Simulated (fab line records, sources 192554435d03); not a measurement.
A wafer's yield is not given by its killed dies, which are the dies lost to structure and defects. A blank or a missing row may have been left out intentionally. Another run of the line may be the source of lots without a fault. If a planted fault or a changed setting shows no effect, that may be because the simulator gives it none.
Which tool is to blame? | flow n5_finfet | Sampling: 10 lots, 30 wafers, 5 of 1938 route steps

== WHAT EACH GAUGE READ, for each wafer ==
N5_BEOL_M4_RC_MEAS_101. Usual: DIBL_N 36.1 mV/V, standard deviation 1.6; DIBL_P 35.8 mV/V, standard deviation 2; IOFF_N 0.157 nA/um, standard deviation 0.029; IOFF_P 0.21 nA/um, standard deviation 0.034; ION_N 677 uA/um, standard deviation 13; ION_P 465 uA/um, standard deviation 8.1; SS_N 71.3 mV/dec, standard deviation 0.61; SS_P 73.2 mV/dec, standard deviation 0.65; VT_N 249 mV, standard deviation 3.3; VT_P -250 mV, standard deviation 3.2.
lot  | measured     | on        | DIBL_N (mV/V)  | DIBL_P (mV/V)  | IOFF_N (nA/um)    | IOFF_P (nA/um) | ION_N (uA/um) | ION_P (uA/um) | SS_N (mV/dec)  | SS_P (mV/dec)  | VT_N (mV)   | VT_P (mV)      | flag
L417 | day 10 01:29 | prober-01 | 33.4 35.9 33.6 | 31.8 34.4 31.7 | 0.111 0.152 0.112 | 0.16 0.20 0.16 | 658 693 679   | 455 473 467   | 70.3 70.8 70.9 | 72.7 72.9 72.5 | 254 248 253 | -255 -249 -254 |
L418 | day 10 13:10 | prober-01 | 36.8 36.6 37.4 | 34.7 35.0 35.3 | 0.162 0.168 0.169 | 0.22 0.23 0.23 | 686 684 670   | 473 465 464   | 71.3 71.1 71.2 | 73.4 73.3 72.9 | 246 245 247 | -247 -246 -248 |
L419 | day 10 16:06 | prober-02 | 36.2 38.4 38.0 | 36.1 37.5 37.2 | 0.169 0.224 0.212 | 0.23 0.26 0.26 | 684 684 685   | 462 466 470   | 71.8 72.4 72.3 | 73.3 74.9 74.6 | 250 246 244 | -249 -246 -248 |
L421 | day 11 03:11 | prober-01 | 36.5 34.9 35.6 | 36.5 34.3 35.2 | 0.151 0.124 0.141 | 0.23 0.20 0.22 | 683 667 663   | 471 464 460   | 70.4 71.1 70.9 | 72.7 73.2 73.1 | 249 254 252 | -248 -251 -249 |
L422 | day 11 04:52 | prober-01 | 35.7 36.1 36.9 | 34.9 36.7 36.5 | 0.159 0.173 0.179 | 0.24 0.28 0.27 | 678 685 678   | 474 478 478   | 70.0 70.5 71.5 | 72.7 73.2 73.3 | 251 250 248 | -242 -245 -244 |
L429 | day 12 12:54 | prober-01 | 38.0 34.2 36.3 | 38.6 34.1 35.9 | 0.177 0.116 0.141 | 0.21 0.15 0.18 | 685 669 666   | 464 459 455   | 71.6 70.7 71.8 | 73.8 71.3 72.8 | 247 253 254 | -251 -256 -251 |
L430 | day 13 04:33 | prober-01 | 33.9 35.4 35.3 | 34.0 34.9 35.1 | 0.114 0.128 0.133 | 0.19 0.20 0.21 | 666 654 672   | 461 456 468   | 70.4 70.9 70.9 | 73.0 72.7 72.8 | 253 254 252 | -250 -251 -250 |
L431 | day 13 19:41 | prober-01 | 36.0 36.1 35.5 | 36.3 35.9 35.3 | 0.141 0.144 0.136 | 0.21 0.22 0.21 | 678 670 664   | 466 460 463   | 71.5 71.0 71.3 | 74.2 73.0 73.2 | 252 250 253 | -247 -248 -248 |
L432 | day 14 01:10 | prober-01 | 34.8 35.3 35.4 | 34.1 34.8 35.1 | 0.139 0.144 0.147 | 0.19 0.19 0.20 | 680 671 667   | 466 457 456   | 70.9 70.9 71.1 | 72.9 72.8 73.9 | 250 251 249 | -251 -251 -253 |
L434 | day 14 03:45 | prober-02 | 38.4 35.2 35.5 | 38.3 34.8 34.9 | 0.216 0.145 0.156 | 0.26 0.21 0.21 | 694 676 684   | 470 467 465   | 71.6 71.3 71.2 | 73.8 72.8 72.8 | 246 251 251 | -246 -248 -250 |

== WHICH TOOL RAN EACH LOT (tool, then ch and the chambers of the sampled wafers, then the start) ==
lot  | N5_BEOL_M1_ANNEAL_93         | N5_BEOL_M1_SPUTTER_96        | N5_BEOL_M1_PRE_CLEAN_60          | N5_BEOL_M2_COAT_73
L417 | pvd_sputter-02, day 7 08:47  | pvd_sputter-02, day 7 09:09  | cvd_co-01 ch 0,2, day 7 09:58    | litho_track-04 ch 0, day 7 11:11
L418 | pvd_sputter-03, day 7 17:10  | pvd_sputter-03, day 7 17:32  | cvd_co-01 ch 0,1,2, day 7 18:35  | litho_track-01 ch 0, day 7 21:37
L419 | pvd_sputter-02, day 7 20:29  | pvd_sputter-02, day 7 20:51  | cvd_co-01 ch 0,1, day 7 21:40    | litho_track-01 ch 0, day 7 22:39
L421 | pvd_sputter-02, day 8 12:10  | pvd_sputter-02, day 8 12:32  | cvd_co-01 ch 0,1, day 8 13:22    | litho_track-01 ch 0, day 8 14:41
L422 | pvd_sputter-02, day 8 22:16  | pvd_sputter-02, day 8 22:37  | cvd_co-02 ch 0,1,2, day 8 23:31  | litho_track-01 ch 0, day 9 00:54
L429 | pvd_sputter-02, day 9 20:38  | pvd_sputter-02, day 9 20:59  | cvd_co-02 ch 0,1, day 9 21:49    | litho_track-02 ch 0, day 9 22:25
L430 | pvd_sputter-02, day 10 08:37 | pvd_sputter-02, day 10 08:58 | cvd_co-02 ch 0,1,2, day 10 09:57 | litho_track-04 ch 0, day 10 11:59
L431 | pvd_sputter-02, day 10 16:10 | pvd_sputter-02, day 10 16:31 | cvd_co-02 ch 0,1,2, day 10 17:28 | litho_track-02 ch 0, day 10 19:43
L432 | pvd_sputter-01, day 10 18:57 | pvd_sputter-01, day 10 19:19 | cvd_co-01 ch 1,2, day 10 20:08   | litho_track-02 ch 0, day 10 20:44
L434 | pvd_sputter-02, day 11 20:02 | pvd_sputter-02, day 11 20:23 | cvd_co-01 ch 0,2, day 11 21:13   | litho_track-01 ch 0, day 11 22:38
- N5_BEOL_M1_ANNEAL_93: time 240 s.
- N5_BEOL_M1_SPUTTER_96: material Cu, target thk 4.5 nm, time 8.29 s.
- N5_BEOL_M1_PRE_CLEAN_60: time 15 s.
- N5_BEOL_M2_COAT_73: time 60 s, resist thk 5 nm.

== WHAT THE TOOLS THEMSELVES READ (means of the sampled wafers that have a number; where no wafer has one, the mark that the record gives instead) ==
N5_BEOL_M1_ANNEAL_93. Usual: heater_power_w 782 W, standard deviation 90; susceptor_temp_C_max 401.1, standard deviation 0.48.
lot  | tool           | heater_power_w (W) | susceptor_temp_C_max | flag
L417 | pvd_sputter-02 | 779                | 401.1                |
L418 | pvd_sputter-03 | 795                | 401.1                |
L419 | pvd_sputter-02 | 736                | 401.2                |
L421 | pvd_sputter-02 | 776                | 400.8                |
L422 | pvd_sputter-02 | 847                | 401.2                |
L429 | pvd_sputter-02 | 723                | 401.3                |
L430 | pvd_sputter-02 | 768                | 401.3                |
L431 | pvd_sputter-02 | 764                | 401.4                |
L432 | pvd_sputter-01 | 801                | 401.2                |
L434 | pvd_sputter-02 | 672                | 401.1                |

N5_BEOL_M1_SPUTTER_96. Usual: throttle_valve_pct reads 30.1 % (standard deviation 1.4).
lot  | tool           | throttle_valve_pct (%) | flag
L417 | pvd_sputter-02 | 29.7                   |
L418 | pvd_sputter-03 | 29.3                   |
L419 | pvd_sputter-02 | 29.6                   |
L421 | pvd_sputter-02 | 30.1                   |
L422 | pvd_sputter-02 | 29.4                   |
L429 | pvd_sputter-02 | 29.7                   |
L430 | pvd_sputter-02 | 29.7                   |
L431 | pvd_sputter-02 | 29.8                   |
L432 | pvd_sputter-01 | 32.6                   |
L434 | pvd_sputter-02 | 30.8                   |

N5_BEOL_M1_PRE_CLEAN_60. Usual: heater_power_w reads 94 W (standard deviation 22).
lot  | tool      | heater_power_w (W) | flag
L417 | cvd_co-01 | 82                 |
L418 | cvd_co-01 | 94                 |
L419 | cvd_co-01 | 104                |
L421 | cvd_co-01 | 105                |
L422 | cvd_co-02 | 89                 |
L429 | cvd_co-02 | 100                |
L430 | cvd_co-02 | 89                 |
L431 | cvd_co-02 | 89                 |
L432 | cvd_co-01 | 80                 |
L434 | cvd_co-01 | 84                 |

N5_BEOL_M2_COAT_73. Usual: exhaust_pa 45.1 Pa, standard deviation 0.87; heater_power_total_W 391.8 W, standard deviation 1.4; plate_temp_C 204.98 C, standard deviation 0.13.
lot  | tool           | exhaust_pa (Pa) | heater_power_total_W (W) | plate_temp_C (C) | flag
L417 | litho_track-04 | 46.0            | 391.2                    | 204.90           |
L418 | litho_track-01 | 44.7            | 392.1                    | 204.95           |
L419 | litho_track-01 | 44.1            | 391.9                    | 204.93           |
L421 | litho_track-01 | 45.0            | 408.0                    | 211.49           | OFF
L422 | litho_track-01 | 44.9            | 406.8                    | 211.35           | OFF
L429 | litho_track-02 | 44.8            | 391.0                    | 204.95           |
L430 | litho_track-04 | 44.8            | 392.2                    | 205.20           |
L431 | litho_track-02 | 45.1            | 392.2                    | 204.94           |
L432 | litho_track-02 | 45.3            | 392.4                    | 205.04           |
L434 | litho_track-01 | 45.2            | 391.3                    | 204.86           |

== THE ANSWER, worked out from the rows above alone ==
Rule: take the mean of a lot's wafers that have a number; if it is more than 3 standard deviations from the usual mean, the lot is off. Also off: a lot with no number at a reading for which 4 or more lots have one. All remaining lots with rows at the step are treated as sound. First the gauges in route order, then the tools' own readings, where a lot's mean is used as printed above. At the first step where some lot is off, the reading lying furthest off is the one used; lots without a number count as furthest.
Off: L421, L422 (N5_BEOL_M2_COAT_73, plate_temp_C).
A tool fits if, at that step or a process step before it, it ran every lot that is off, and no sound lot after the first of them. Not one of the candidates tried fits.

== WHAT THE SIMULATOR HAD PUT IN ==
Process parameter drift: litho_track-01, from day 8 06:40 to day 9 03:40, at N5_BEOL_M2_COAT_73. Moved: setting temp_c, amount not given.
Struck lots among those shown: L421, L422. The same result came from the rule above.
